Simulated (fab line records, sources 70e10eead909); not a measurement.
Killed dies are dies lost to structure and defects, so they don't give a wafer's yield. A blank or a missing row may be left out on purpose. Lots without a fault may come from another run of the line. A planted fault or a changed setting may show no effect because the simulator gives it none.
fab line records | flow nand_harc
record lots=6 wafers=18 last_day=33
route steps=1302 shown A_BLC@1133 A_M0@1137 END@1302
lots that met no fault: from a run of the same line without faults
start_h: hours from the record's first day to the start of the lot's first wafer shown | wait_h: hours since the lot's step before | " the same as in the row above | L1.1+2: a row that stands for several wafers | - no value, or no start given | * or withheld: withheld | < > ~ a bound
route shown NAME@n: a module of which the file shows steps, and the number in the route of the first | usual: mean/standard deviation of fault-free wafers | same: alike in all rows | chamber/n: place in a boat | sites: the reading at each site | _std_site: their standard deviation | _edge_site: outer sites' mean less inner sites' | radius_mm: how far each site lies from the wafer's centre | mask NAME#n: copy n | behind: the tool/chamber that last shaped the wafer | hold: why the lot was held/for how many hours/how that ended | device: the transistor (n, p or np) that didn't switch | end of line: the same wafers' tests at the end of the route | a step without rows: its recipe alone | killed: dies lost to structure and defects at the first sort, not the wafer's yield | map: a wafer's dies, x killed, . not, _ none there
set.NAME: the setting as run; set.NAME@STEP: as run at that earlier step | model.NAME: the simulator's own value behind a step, which no gauge read
lots at some steps of the route; a table a step, a row a wafer
services: from which hour (start_h, from the record's first day; less than 0 if before it) a tool's chamber was out of use, for how many hours, and why
## steps
# step NHARC_A_BLC_CMP_25
# recipe t_overpolish_s=30 target_thk_nm=150
# usual motor_current_A=12.2/0.92 overpolish_run_s=30.000/0.0088 time_to_endpoint_s=29/3.2
# columns lot.wafer tool chamber start_h wait_h motor_current_A overpolish_run_s time_to_endpoint_s
L473.1 cmp-01 2 648.87 0.5 12.5 30.001 22
L473.2 " 0 " " 10.7 29.989 27
L473.4 " 1 " " 12.8 30.003 22
L475.4 cmp-01 1 666.46 0.2 12.2 29.998 23
L475.3 " 3 " " 11.9 30.008 32
L475.2 " 0 " " 10.6 29.991 29
L474.3 cmp-04 0 671.34 0.3 11.9 30.005 33
L474.1 " 2 " " 13.5 29.990 34
L474.5 " 0 " " 11.5 29.998 32
L478.1 cmp-01 2 675.23 0.4 12.2 30.033 25
L478.6 " 1 " " 12.8 30.000 26
L478.5 " 2 " " 12.4 30.002 28
L479.3 cmp-03 0 701.52 0.3 11.9 29.998 31
L479.4 " 2 " " 12.0 30.004 30
L479.1 " 3 " " 12.6 30.013 29
L483.4 cmp-03 1 741.82 0.3 11.1 29.995 26
L483.2 " 2 " " 12.5 29.998 30
L483.1 " 3 " " 12.5 30.001 29
# step NHARC_A_BLC_SRD_27
# step NHARC_A_BLC_INSPECT_28
# usual raw_defect_count=497/100
# columns lot.wafer tool chamber start_h wait_h raw_defect_count
L473.1 defect_inspect-02 - 649.27 0.1 394
L473.2 " - " " 396
L473.4 " - " " 320
L475.2 defect_inspect-02 - 666.85 0.1 596
L475.3 " - " " 444
L475.4 " - " " 436
L474.1 defect_inspect-02 - 671.75 0.1 625
L474.3 " - " " 675
L474.5 " - " " 532
L478.1 defect_inspect-02 - 675.60 0.1 504
L478.5 " - " " 553
L478.6 " - " " 732
L479.1 defect_inspect-01 - 701.92 0.1 487
L479.3 " - " " 484
L479.4 " - " " 494
L483.1 defect_inspect-01 - 742.22 0.1 608
L483.2 " - " " 631
L483.4 " - " " 515
# step NHARC_A_M0_DEP_00
# recipe target_thk_a=1500 target_thk_nm=150 temp_c=withheld pressure_torr=5 flow_sccm=200 rf_w=600 material=SiOC
# step NHARC_A_M0_DEHYDRATE_01
# recipe temp_c=150 time_s=120
# step NHARC_A_M0_HMDS_02
# recipe time_s=30
# step NHARC_A_M0_COAT_33
# recipe temp_c=200 time_s=65
# step NHARC_A_M0_COAT_03
# recipe spin_rpm=1500 resist_thk_nm=90
# step NHARC_A_M0_SOFTBAKE_04
# recipe temp_c=105 time_s=55
# step NHARC_A_M0_EBR_05
# step NHARC_A_M0_EXPOSE_06
# recipe na=1.35 target_cd_nm=80 dose_mj=83.25 mask_id=A_M0
# step NHARC_A_M0_PEB_07
# recipe peb_temp_c=100 peb_time_s=65
# usual heater_power_total_W=156.6/0.44 plate_temp_C=100.01/0.13
# columns lot.wafer tool chamber start_h wait_h heater_power_total_W plate_temp_C
L473.1 litho_track-06 0 650.09 0.1 156.1 100.21
L473.2 " 0 " " 156.2 100.07
L473.4 " 0 " " 156.7 100.00
L475.2 litho_track-01 0 667.68 0.1 151.8 98.07
L475.3 " 0 " " 152.9 98.13
L475.4 " 0 " " 151.7 98.18
L474.1 litho_track-01 0 672.57 0.1 152.1 98.13
L474.3 " 0 " " 152.7 98.08
L474.5 " 0 " " 151.7 98.14
L478.1 litho_track-06 0 676.42 0.1 157.0 100.09
L478.5 " 0 " " 156.8 99.98
L478.6 " 0 " " 156.1 99.91
L479.1 litho_track-06 0 702.64 0.1 156.8 99.88
L479.3 " 0 " " 156.7 99.93
L479.4 " 0 " " 156.8 99.71
L483.1 litho_track-01 0 743.04 0.1 156.0 100.04
L483.2 " 0 " " 157.1 100.04
L483.4 " 0 " " 156.0 100.08
# step NHARC_A_M0_DEVELOP_08
# recipe develop_time_s=35 dev_temp_c=23
# step NHARC_A_M0_CD_MEAS_09
# recipe target_cd_nm=80 landing_energy_ev=500
# usual cd_nm=79.8/0.99
# columns lot.wafer tool chamber start_h wait_h cd_nm
L473.1 cd_sem-03 0 650.17 - 77.8
L473.2 " 0 " " 79.1
L473.4 " 0 " " 80.8
L475.2 cd_sem-01 0 667.76 - 70.6
L475.3 " 0 " " 71.3
L475.4 " 0 " " 72.6
L474.1 cd_sem-02 0 672.65 - 71.8
L474.3 " 0 " " 72.2
L474.5 " 0 " " 70.8
L478.1 cd_sem-03 0 676.50 - 79.8
L478.5 " 0 " " 81.4
L478.6 " 0 " " 80.3
L479.1 cd_sem-03 0 702.72 - 80.6
L479.3 " 0 " " 80.7
L479.4 " 0 " " 79.8
L483.1 cd_sem-01 0 743.11 - 78.9
L483.2 " 0 " " 80.4
L483.4 " 0 " " 80.3
# step NHARC_A_M0_OVL_MEAS_10
# recipe pitch_nm=160
# usual overlay_x_nm=0.0/0.74 overlay_y_nm=-0.1/0.91
# columns lot.wafer tool chamber start_h wait_h overlay_x_nm overlay_y_nm
L473.1 overlay-02 - 650.26 - 0.1 0.4
L473.2 " - " " 0.0 0.1
L473.4 " - " " -0.1 0.4
L475.2 overlay-02 - 667.85 - -0.5 0.1
L475.3 " - " " -0.4 0.3
L475.4 " - " " -0.4 -0.3
L474.1 overlay-01 - 672.73 - -0.8 -1.7
L474.3 " - " " -1.1 -2.3
L474.5 " - " " -1.0 -1.6
L478.1 overlay-01 - 676.59 - -0.7 -0.5
L478.5 " - " " -1.0 -1.6
L478.6 " - " " -0.6 -1.2
L479.1 overlay-02 - 702.81 - 0.3 -1.5
L479.3 " - " " 0.6 -1.1
L479.4 " - " " 0.5 -0.8
L483.1 overlay-01 - 743.20 - 0.5 0.0
L483.2 " - " " 0.5 -0.4
L483.4 " - " " 0.8 -0.7
# step NHARC_A_M0_INSPECT_11
# usual raw_defect_count=82/42
# columns lot.wafer tool chamber start_h wait_h raw_defect_count
L473.1 defect_inspect-01 - 650.29 0.0 51
L473.2 " - " " 43
L473.4 " - " " 38
L475.2 defect_inspect-02 - 667.88 0.0 82
L475.3 " - " " 75
L475.4 " - " " 70
L474.1 defect_inspect-01 - 672.77 0.0 85
L474.3 " - " " 73
L474.5 " - " " 72
L478.1 defect_inspect-02 - 676.62 0.0 90
L478.5 " - " " 127
L478.6 " - " " 99
L479.1 defect_inspect-02 - 702.84 0.0 143
L479.3 " - " " 146
L479.4 " - " " 143
L483.1 defect_inspect-02 - 743.24 0.0 103
L483.2 " - " " 132
L483.4 " - " " 109
# step NHARC_A_M0_DESCUM_14
# recipe time_s=3 o2_flow_sccm=200 ar_flow_sccm=0 bias_power_w=0 chemistry=O2
# usual chamber_pressure_mTorr=60.00/0.054 drypump_motor_current_A=5.5/0.46 mfc_ar_sccm=0.011/0.014 o2_flow_sccm=200.0/0.62 oes_product_au=0.998/0.011 rf_vpp_V=57.6/0.9 showerhead_plenum_p_Torr=1.88/0.088 throttle_valve_pct=11.310/0.0089
# columns lot.wafer tool chamber start_h wait_h chamber_pressure_mTorr drypump_motor_current_A mfc_ar_sccm o2_flow_sccm oes_product_au rf_hours_counter_h rf_vpp_V showerhead_plenum_p_Torr throttle_valve_pct model.A_M0.cd_nm
L473.4 rie_diel-08 2 650.36 0.1 60.02 5.4 0.026 200.1 0.994 6.4 58.5 1.78 11.311 80.97
L473.1 " 3 " " 59.93 6.1 0.009 199.1 0.992 7.1 56.9 1.94 11.291 78.04
L473.2 " 0 " " 60.09 5.9 0 200.6 0.999 6.6 56.0 1.81 11.280 79.46
L475.4 rie_diel-08 1 667.95 0.1 59.95 4.9 0.005 199.3 0.988 8.4 58.1 1.82 11.312 71.95
L475.3 " 2 " " 59.93 5.4 0.026 199.4 1.000 7.3 56.5 1.78 11.311 71.13
L475.2 " 3 " " 59.93 6.1 0.009 199.4 0.989 7.9 58.7 1.94 11.320 70.57
L474.1 rie_diel-09 2 672.83 0.1 59.94 6.2 0 199.9 0.993 5.5 57.9 1.78 11.298 72.24
L474.3 " 0 " " 60.10 5.0 0.011 200.9 0.973 8.1 58.1 1.81 11.301 73.65
L474.5 " 2 " " 59.96 6.3 0 200.1 0.992 - 57.3 1.78 11.306 71.67
L478.1 rie_diel-08 1 676.70 0.1 59.96 4.9 0.005 199.5 0.995 8.9 56.8 1.82 11.299 78.89
L478.6 " 3 " " 60.00 6.0 0.009 199.4 0.997 - 57.4 1.93 11.317 79.3
L478.5 " 0 " " 60.12 5.9 0 200.3 1.000 - 57.9 1.80 11.311 80.97
L479.3 rie_diel-09 0 702.91 0.1 60.02 5.0 0.011 200.5 1.012 1.3 56.9 1.81 11.324 79.95
L479.1 " 1 " " 60.01 5.8 0.041 200.2 1.006 1.4 58.4 1.98 11.302 79.62
L479.4 " 3 " " 59.96 5.6 0 199.8 1.030 1.0 57.8 1.97 11.313 79.01
L483.1 rie_diel-09 1 743.30 0.1 60.11 5.8 0.041 199.7 1.010 3.3 58.5 1.98 11.312 79.12
L483.4 " 2 " " 59.93 6.3 0 201.8 0.983 3.0 57.2 1.78 11.318 80.7
L483.2 " 0 " " 59.94 5.0 0.011 199.7 1.001 3.4 57.4 1.81 11.307 80.54
# step NHARC_A_M0_ETCH_34
# recipe target_depth_a=400 overetch_a=120 time_s=43.94 ion_energy_ev=200 n2_flow_sccm=150 h2_flow_sccm=150 ar_flow_sccm=0 rf_w=400 bias_w=150 chemistry=N2/H2
# usual chamber_pressure_mTorr=30.001/0.029 drypump_motor_current_A=5.5/0.46 h2_flow_sccm=150.0/0.42 mfc_ar_sccm=0.012/0.014 oes_product_au=1.000/0.012 rf_vpp_V=429.5/2.9 showerhead_plenum_p_Torr=2.00/0.096 throttle_valve_pct=14.172/0.009
# columns lot.wafer tool chamber start_h wait_h chamber_pressure_mTorr drypump_motor_current_A h2_flow_sccm mfc_ar_sccm oes_product_au rf_hours_counter_h rf_vpp_V showerhead_plenum_p_Torr throttle_valve_pct
L473.2 rie_diel-08 2 650.44 0.1 29.970 5.4 150.5 0.026 1.007 6.4 426.3 1.89 14.166
L473.4 " 3 " " 29.983 6.1 149.5 0.009 0.994 7.1 430.8 2.06 14.162
L473.1 " 1 " " 30.021 4.9 150.0 0.005 1.013 7.3 426.8 1.94 14.167
L475.3 rie_diel-08 2 668.03 0.1 29.986 5.4 149.5 0.026 0.991 7.3 428.1 1.89 14.156
L475.2 " 3 " " 29.994 6.1 150.1 0.009 0.996 7.9 431.1 2.06 14.173
L475.4 " 0 " " 30.032 5.9 150.5 0 0.997 7.6 427.1 1.92 14.162
L474.1 rie_diel-09 2 672.94 0.1 30.004 6.2 149.9 0 1.006 5.5 425.1 1.89 14.177
L474.3 " 1 " " 29.996 5.8 150.3 0.041 1.004 7.8 433.2 2.11 14.171
L474.5 " 1 " " 30.001 5.8 150.0 0.041 0.996 - 433.0 2.11 14.157
L478.1 rie_diel-08 2 676.78 0.1 30.028 5.4 150.5 0.026 1.006 7.9 425.2 1.89 14.177
L478.6 " 1 " " 30.054 4.9 149.5 0.005 0.996 - 428.8 1.94 14.173
L478.5 " 2 " " 29.943 5.4 150.1 0.026 1.008 - 424.8 1.89 14.168
L479.4 rie_diel-09 0 702.99 0.1 29.975 5.0 150.6 0.011 0.996 1.3 425.6 1.93 14.173
L479.1 " 2 " " 29.951 6.2 149.7 0 0.986 1.1 426.2 1.89 14.176
L479.3 " 3 " " 29.972 5.6 149.9 0 1.032 1.0 430.8 2.10 14.175
L483.2 rie_diel-09 1 743.39 0.1 30.059 5.8 150.3 0.041 0.996 3.3 432.2 2.11 14.158
L483.4 " 2 " " 30.068 6.3 150.3 0 0.992 3.0 426.4 1.89 14.156
L483.1 " 0 " " 29.971 5.0 149.6 0.011 0.991 3.4 427.3 1.93 14.171
# step NHARC_A_M0_ETCH_15
# recipe target_depth_a=1500 overetch_a=150 time_s=82.5 c4f8_flow_sccm=withheld ar_flow_sccm=400 rf_w=600 bias_w=300 chemistry=C4F8/Ar
# usual chamber_pressure_mTorr=25.003/0.024 oes_product_au=0.947/0.024 rf_vpp_V=439.5/2.8
# columns lot.wafer tool chamber start_h wait_h chamber_pressure_mTorr oes_product_au rf_hours_counter_h rf_vpp_V model.A_M0.cd_nm
L473.4 rie_diel-08 1 - - 24.984 0.919 7.3 437.3 80.17
L473.2 " 2 " " 25.013 0.937 6.4 436.5 80.49
L473.1 " 0 " " 25.026 0.932 6.6 437.8 78.04
L475.3 rie_diel-08 2 - - 24.956 0.984 7.4 435.8 72.22
L475.4 " 3 " " 25.014 0.968 7.9 441.9 72.06
L475.2 " 0 " " 25.032 0.966 7.6 436.4 70.15
L474.1 rie_diel-09 0 - - 25.058 0.948 8.1 436.7 72.91
L474.3 " 1 " " 24.983 0.954 7.8 444.8 73.14
L474.5 " 1 " " 24.954 0.951 - 442.3 71.48
L478.1 rie_diel-08 2 - - 25.002 0.925 7.9 436.6 80.16
L478.6 " 0 " " 24.992 0.925 - 438.7 79.8
L478.5 " 1 " " 24.968 0.919 - 437.6 81.95
L479.3 rie_diel-09 2 - - 25.006 0.957 1.1 438.5 79.77
L479.4 " 3 " " 24.987 1.008 1.0 441.3 80.12
L479.1 " 0 " " 25.012 0.952 1.4 438.8 80.12
L483.2 rie_diel-09 1 - - 25.019 0.957 3.3 442.8 80.67
L483.1 " 3 " " 25.030 0.991 3.1 442.6 79.56
L483.4 " 0 " " 25.011 0.957 3.4 438.3 80.77
# step NHARC_A_M0_CD_MEAS_16
# usual cd_nm=79.8/1.2
# columns lot.wafer tool chamber start_h wait_h cd_nm
L473.1 cd_sem-01 - 650.65 - 77.8
L473.2 " - " " 80.6
L473.4 " - " " 80.2
L475.2 cd_sem-02 - 668.25 - 70.0
L475.3 " - " " 72.3
L475.4 " - " " 72.5
L474.1 cd_sem-03 - 673.18 - 73.2
L474.3 " - " " 73.2
L474.5 " - " " 71.6
L478.1 cd_sem-02 - 676.98 - 80.2
L478.5 " - " " 82.1
L478.6 " - " " 79.9
L479.1 cd_sem-01 - 703.20 - 80.5
L479.3 " - " " 80.1
L479.4 " - " " 80.1
L483.1 cd_sem-02 - 743.60 - 79.9
L483.2 " - " " 80.9
L483.4 " - " " 81.0
# step NHARC_END_SORT_01
# recipe temp_c=25
# usual defect_limited_yield=91/3.1 killed_at_array=54/21 killed_at_other=0.9/1.1 killed_at_periphery=3.5/2.5 killed_dies=58/21 killed_open=3.3/1.9 killed_short=2.6/1.8 sort_bin_2_pct=3.0/1.4 sort_bin_3_pct=0.6/0.41 sort_bin_4_pct=4.9/1.7 sort_n_pass=619/21 sort_rim_yield_pct=92/4 sort_yield_pct=91/3.1
# same gross_dies=677 sort_bin_5_pct[%]=0 sort_bin_6_pct[%]=0 sort_bin_7_pct[%]=0 sort_bin_8_pct[%]=0 sort_rim_n_gross=106.00
# columns lot.wafer tool chamber start_h wait_h defect_limited_yield[%] killed_at_array killed_at_other killed_at_periphery killed_dies killed_open killed_short sort_bin_2_pct[%] sort_bin_3_pct[%] sort_bin_4_pct[%] sort_n_pass sort_rim_yield_pct[%] sort_yield_pct[%]
L475.2 prober-01 0 706.28 2.8 90 66 1 0 67 2 1 3.2 1.0 5.6 610 94 90
L475.3 prober-01 0 707.09 3.1 91 57 1 4 62 4 3 3.0 0.3 5.9 615 94 91
L475.4 prober-01 0 707.89 3.4 91 55 3 2 60 2 2 3.4 0.9 4.6 617 97 91
L474.1 prober-02 0 715.95 2.5 88 71 0 13 84 9 6 4.0 0.7 7.7 593 83 88
L474.3 prober-02 0 717.57 3.1 90 60 1 7 68 1 3 3.8 0.7 5.5 609 89 90
L474.5 prober-02 0 719.18 3.7 88 75 0 8 83 2 7 5.3 0.9 6.1 594 91 88
L478.1 prober-01 0 721.04 2.5 91 56 2 4 62 2 1 2.5 0.9 5.8 615 89 91
L478.5 prober-01 0 724.22 3.7 89 70 2 0 72 1 2 4.1 0.9 5.6 605 89 89
L478.6 prober-01 0 725.02 4.0 92 46 2 7 55 5 3 3.0 1.0 4.1 622 89 92
L479.1 prober-01 0 742.94 2.5 89 68 1 3 72 2 4 4.3 0.7 5.6 605 89 89
L479.3 prober-01 0 744.53 3.1 86 90 1 7 98 3 1 4.6 1.8 8.1 579 89 86
L479.4 prober-01 0 745.32 3.4 85 97 2 5 104 3 5 3.8 2.1 9.5 573 79 85
# killed by level:class
L475.2 A_CHANNEL_HOLE_D1:chamber_film_flake=35 A_M0:area_peb=8 A_CONTACT:chamber_film_flake=6 A_ZERO_WELL:chamber_film_flake=3 A_CHANNEL_FILL_D2:chamber_film_flake=3 A_WL_FILL:chamber_film_flake=3 A_CHANNEL_FILL_D1:geometric_particle:open=2 A_STAIRCASE:chamber_film_flake=2
L475.3 A_CHANNEL_HOLE_D1:chamber_film_flake=35 P_M1:chamber_film_flake=3 A_SLIT:chamber_film_flake=3 A_CHANNEL_FILL_D2:chamber_film_flake=3 A_CONTACT:chamber_film_flake=3 A_M0:geometric_particle:open=2 A_WL_FILL:chamber_film_flake=2 A_ONON_D1:geometric_particle:short=1
L475.4 A_CHANNEL_HOLE_D1:chamber_film_flake=25 A_CONTACT:chamber_film_flake=6 A_M0:area_peb=6 A_ZERO_WELL:chamber_film_flake=5 A_SLIT:chamber_film_flake=5 THIN_TSV:chamber_film_flake=3 A_CHANNEL_FILL_D1:geometric_particle:short=2 A_CHANNEL_FILL_D2:chamber_film_flake=2
L474.1 A_CHANNEL_HOLE_D1:chamber_film_flake=34 A_CHANNEL_HOLE_D2:chamber_film_flake=12 P_GATE:chamber_film_flake=4 A_WL_FILL:chamber_film_flake=4 A_M0:geometric_particle:open=3 P_M1:chamber_film_flake=3 A_ZERO_WELL:chamber_film_flake=3 A_STAIRCASE:chamber_film_flake=3
L474.3 A_CHANNEL_HOLE_D1:chamber_film_flake=27 A_CHANNEL_HOLE_D2:chamber_film_flake=21 P_GATE:chamber_film_flake=3 A_SLIT:chamber_film_flake=3 P_ZERO_WELL:chamber_film_flake=2 A_STAIRCASE:chamber_film_flake=2 P_M0:geometric_particle:short=1 A_CHANNEL_FILL_D1:geometric_particle:short=1
L474.5 A_CHANNEL_HOLE_D1:chamber_film_flake=31 A_CHANNEL_HOLE_D2:chamber_film_flake=17 A_M0:area_peb=8 A_WL_FILL:geometric_particle:short=3 P_M1:chamber_film_flake=3 A_STAIRCASE:chamber_film_flake=3 A_SLIT:chamber_film_flake=3 P_M0:geometric_particle:short=2
L478.1 A_SLIT:chamber_film_flake=28 A_CHANNEL_HOLE_D2:chamber_film_flake=14 A_STAIRCASE:chamber_film_flake=4 A_CHANNEL_HOLE_D1:chamber_film_flake=3 A_DECK1_JOINT:chamber_film_flake=2 A_CONTACT:chamber_film_flake=2 THIN_TSV:chamber_film_flake=2 P_GATE:geometric_particle:open=1
L478.5 A_SLIT:chamber_film_flake=30 A_CHANNEL_HOLE_D2:chamber_film_flake=22 A_CHANNEL_FILL_D2:chamber_film_flake=6 A_CHANNEL_HOLE_D1:chamber_film_flake=3 A_STAIRCASE:chamber_film_flake=2 A_CONTACT:chamber_film_flake=2 THIN_TSV:chamber_film_flake=2 A_DECK1_JOINT:geometric_particle:short=1
L478.6 A_CHANNEL_HOLE_D2:chamber_film_flake=16 A_SLIT:chamber_film_flake=14 A_STAIRCASE:chamber_film_flake=5 P_CONTACT:chamber_film_flake=3 A_CHANNEL_HOLE_D1:chamber_film_flake=3 P_ZERO_WELL:chamber_film_flake=2 THIN_TSV:chamber_film_flake=2 P_M0:geometric_particle:open=1
L479.1 A_CHANNEL_HOLE_D1:chamber_film_flake=31 A_SLIT:chamber_film_flake=19 A_CHANNEL_HOLE_D2:chamber_film_flake=7 A_STAIRCASE:chamber_film_flake=3 P_M0:geometric_particle:short=2 A_CONTACT:chamber_film_flake=2 A_ONON_D1:geometric_particle:short=1 A_ONON_D2:geometric_particle:short=1
L479.3 A_CHANNEL_HOLE_D1:chamber_film_flake=34 A_SLIT:chamber_film_flake=24 A_CHANNEL_HOLE_D2:chamber_film_flake=22 P_GATE:chamber_film_flake=3 P_BONDPAD:chamber_film_flake=3 A_STAIRCASE:chamber_film_flake=3 A_CONTACT:chamber_film_flake=2 P_M0:geometric_particle:open=1
L479.4 A_SLIT:chamber_film_flake=30 A_CHANNEL_HOLE_D1:chamber_film_flake=28 A_CHANNEL_HOLE_D2:chamber_film_flake=18 A_CONTACT:chamber_film_flake=6 P_BONDPAD:chamber_film_flake=3 A_STAIRCASE:chamber_film_flake=3 A_DECK1_JOINT:geometric_particle:short=2 P_STI:chamber_film_flake=2
## services
# columns tool chamber start_h hours kind
rie_diel-08 0 627.30 - clean
rie_diel-08 1 627.30 - clean
rie_diel-08 2 627.30 - clean
rie_diel-08 3 627.30 - clean
rie_diel-09 0 628.82 - clean
rie_diel-09 1 628.82 - clean
rie_diel-09 2 628.82 - clean
cmp-04 - 636.78 1.1 repair
cmp-04 - 639.71 2.0 repair
cmp-01 - 641.76 2.1 repair
cmp-04 - 647.67 0.6 repair
rie_diel-09 1 650.24 4.6 repair
cmp-03 - 651.81 11.7 repair
rie_diel-09 3 662.59 11.6 repair
rie_diel-09 - 674.16 9.0 pm
litho_track-01 - 680.00 7.0 pm
cmp-03 - 684.59 0.8 repair
cmp-01 - 684.81 4.0 pm
cmp-04 - 699.11 4.0 pm
litho_track-06 - 704.00 7.0 pm
cmp-01 - 718.10 0.6 repair
rie_diel-08 - 721.80 9.0 pm
cmp-01 - 722.59 1.6 repair
cmp-04 - 736.21 8.9 repair
## key
first_sign step=NHARC_A_M0_PEB_07 reading=plate_temp_C direction=down sigmas=14 usual=* struck=*
effect step=NHARC_A_M0_PEB_07 reading=heater_power_total_W direction=down sigmas=10 usual=* struck=*
effect step=NHARC_A_M0_CD_MEAS_09 reading=cd_nm direction=down sigmas=8.3 usual=79.8 struck=71.5
effect step=NHARC_A_M0_CD_MEAS_16 reading=cd_nm direction=down sigmas=6.4 usual=79.8 struck=72.1
model_effect step=NHARC_A_M0_DESCUM_14 value=A_M0.cd_nm without=80.18 struck=71.87
model_effect step=NHARC_A_M0_ETCH_15 value=A_M0.cd_nm without=80.3 struck=71.99
met_at NHARC_A_M0_PEB_07
struck_wafers L474.1,L474.3,L474.5,L475.2,L475.3,L475.4
fault kind=process_parameter_drift tool=litho_track-01 chamber=- onset_h=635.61 steps=NHARC_A_M0_PEB_07 channel=peb_temp_c offset=* shape=step end_h=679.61 acts_in=* stated=*
